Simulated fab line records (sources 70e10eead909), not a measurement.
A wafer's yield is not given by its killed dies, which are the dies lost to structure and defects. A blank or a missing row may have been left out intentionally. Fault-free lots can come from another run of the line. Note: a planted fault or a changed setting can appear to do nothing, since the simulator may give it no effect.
Struck lot and sound lot, side by side :: flow nand-harc :: 39 steps out of a route of 1302
Sound: wafers L612.2, L612.3, L612.4. Wafers L626.1, L626.3, L626.6 were the ones struck. The cause is given at the end.
At each step with rows: each side's tool, then ch and its chambers, then its first start. Under that, the readings that differ: sound wafers :: struck wafers :: difference of the means :: sigmas: that difference in standard deviations of wafers without a fault.
alike: readings whose means differ by less than 2 such deviations, and words and numbers that are the same on both sides. not compared: withheld readings, readings that some wafer has no value for, bounds like >300 that may hide the same value, and numbers for which the record gives no deviation and whose values overlap.
Wherever a step has rows on one side only, a row that says differs or no value, or a row with sigmas, the two part there. Numbers that have no deviation but don't overlap get no sigmas and don't part them. Lack of a reading on every wafer of one side parts them only where that side has two or more wafers.

first, 3 steps without rows for these wafers: NHARC_A_CHANNEL_HOLE_D2_STRIP_28 (strips in O2); NHARC_A_CHANNEL_HOLE_D2_PRECLEAN_29 (cleans in SC1); NHARC_A_CHANNEL_HOLE_D2_SRD_30.
NHARC_A_CHANNEL_HOLE_D2_CD_MEAS_31:
  sound on cd-sem-01, day 13 17:52; struck on cd-sem-01, day 19 16:32
  alike: cd-nm
NHARC_A_CHANNEL_HOLE_D2_XSEM_32:
  sound on xsem-01 ch 0, day 13 17:57; struck on xsem-01 ch 0, day 19 16:37
  alike: bot-cd-nm, bow-nm, tilt-deg
NHARC_A_CHANNEL_HOLE_D2_INSPECT_40:
  sound on defect-inspect-02, day 13 18:03; struck on defect-inspect-01, day 19 16:43
  alike: raw-defect-count
then, 3 steps without rows for these wafers: NHARC_A_CHANNEL_FILL_D2_PRECLEAN_00 (cleans in SC1); NHARC_A_CHANNEL_FILL_D2_SRD_01; NHARC_A_CHANNEL_FILL_D2_ALD_02 (deposits SiO2, target thk 6 nm, pulse time 10 s, ald cycles 60).
NHARC_A_CHANNEL_FILL_D2_ALD_03: deposits SiNx, target thk 6 nm, pulse time 60 s, ald cycles 58.
  sound: ald-sin-batch-03 ch 0; struck: ald-sin-batch-03 ch 0
  alike: precursor-pulse-height-rel
then, 2 steps without rows for these wafers: NHARC_A_CHANNEL_FILL_D2_ALD_14 (deposits SiO2, target thk 2.5 nm, pulse time 10 s, ald cycles 25); NHARC_A_CHANNEL_FILL_D2_ALD_15 (deposits SiNx, target thk 2 nm, pulse time 60 s, ald cycles 19).
NHARC_A_CHANNEL_FILL_D2_ALD_16: deposits SiO2, target thk 1.5 nm, pulse time 10 s, ald cycles 15.
  sound on ald-hk-04 ch 0,1,2, day 14 07:38; struck on ald-hk-04 ch 1,2,3, day 20 04:14
  alike: heater-power-w, precursor-pulse-height-rel
then, 4 steps without rows for these wafers: NHARC_A_CHANNEL_FILL_D2_ANNEAL_17 (time 1800 s); NHARC_A_CHANNEL_FILL_D2_CVD_18 (deposits poly-Si, target thk 3 nm); NHARC_A_CHANNEL_FILL_D2_ETCHBACK_19 (etches the open film in HBr/Cl2, target depth 5 nm, time 1.7 s); NHARC_A_CHANNEL_FILL_D2_ETCHBACK_20 (etches the open film in C4F8/O2/Ar, target depth 27 nm, time 13.5 s).
NHARC_A_CHANNEL_FILL_D2_STRIP_28: strips in O2, time 20 s.
  sound on rie-diel-13 ch 0,1,3, day 14 17:14; struck on rie-diel-13 ch 0,2, day 20 16:02
  alike: drypump-motor-current-A, oes-product-au, rf-vpp-V, showerhead-plenum-p-Torr, throttle-valve-pct
  not compared: rf-hours-counter-h
then, 5 steps without rows for these wafers: NHARC_A_CHANNEL_FILL_D2_PRECLEAN_21 (cleans in dHF, time 30 s); NHARC_A_CHANNEL_FILL_D2_SRD_23; NHARC_A_CHANNEL_FILL_D2_CVD_05 (deposits poly-Si, target thk 5 nm); NHARC_A_CHANNEL_FILL_D2_ANNEAL_22 (time 7200 s); NHARC_A_CHANNEL_FILL_D2_ALD_25 (deposits SiOx, target thk 60 nm, pulse time 10 s, ald cycles 600).
NHARC_A_CHANNEL_FILL_D2_ETCHBACK_08: etches the open film in C4F8, target depth 220 nm, time 110 s.
  sound: rie-diel-12 ch 1,2,3; struck: rie-diel-10 ch 1,2
  alike: oes-product-au, rf-fwd-power-W, rf-vpp-V
  not compared: rf-hours-counter-h
then, 7 steps without rows for these wafers: NHARC_A_CHANNEL_FILL_D2_STRIP_29 (strips in O2, time 20 s); NHARC_A_CHANNEL_FILL_D2_PRECLEAN_30 (cleans in dHF, time 30 s); NHARC_A_CHANNEL_FILL_D2_SRD_31; NHARC_A_CHANNEL_FILL_D2_CVD_09 (deposits poly-Si, target thk 150 nm, time 3000 s); NHARC_A_CHANNEL_FILL_D2_CMP_10 (polishes, target thk 150 nm); NHARC_A_CHANNEL_FILL_D2_SRD_12; NHARC_A_CHANNEL_FILL_D2_RTA_24 (time 5 s).
NHARC_A_STAIRCASE_DEP_156: deposits SiNx, target thk 50 nm.
  sound on pecvd-04 ch 0,1,2, day 15 20:44; struck on pecvd-04 ch 0,1, day 21 15:43
  alike: heater-power-w, rf-fwd-power-W
then, 6 steps without rows for these wafers: NHARC_A_STAIRCASE_DEHYDRATE_158 (time 120 s); NHARC_A_STAIRCASE_HMDS_159 (time 30 s); NHARC_A_STAIRCASE_COAT_160; NHARC_A_STAIRCASE_SOFTBAKE_161 (time 170 s); NHARC_A_STAIRCASE_EBR_162; NHARC_A_STAIRCASE_EXPOSE_163 (exposes mask STAIR OPEN).
-- the record jumps here: 9 days lie between the struck wafers' starts before and after (it left off in module A_STAIRCASE and takes up again in module END, whose first step shown is number 1302 of the route) --
NHARC_END_SORT_01:
  sound on prober-02 ch 0, day 24 23:00; struck on prober-02 ch 0, day 30 15:50
reading: killed-at-array
sound: 14 19 14
struck: 116 85 113
difference: +89
sigmas: +4

reading: killed-at-periphery
sound: 2 3 1
struck: 14 8 9
difference: +8
sigmas: +3

reading: killed-dies
sound: 19 25 16
struck: 130 96 122
difference: +96
sigmas: +5
  alike: killed-at-other, killed-open, killed-short

== WHERE THEY PART ==
Only at NHARC_END_SORT_01, as far as this record shows.

WHY: what the simulator had put in
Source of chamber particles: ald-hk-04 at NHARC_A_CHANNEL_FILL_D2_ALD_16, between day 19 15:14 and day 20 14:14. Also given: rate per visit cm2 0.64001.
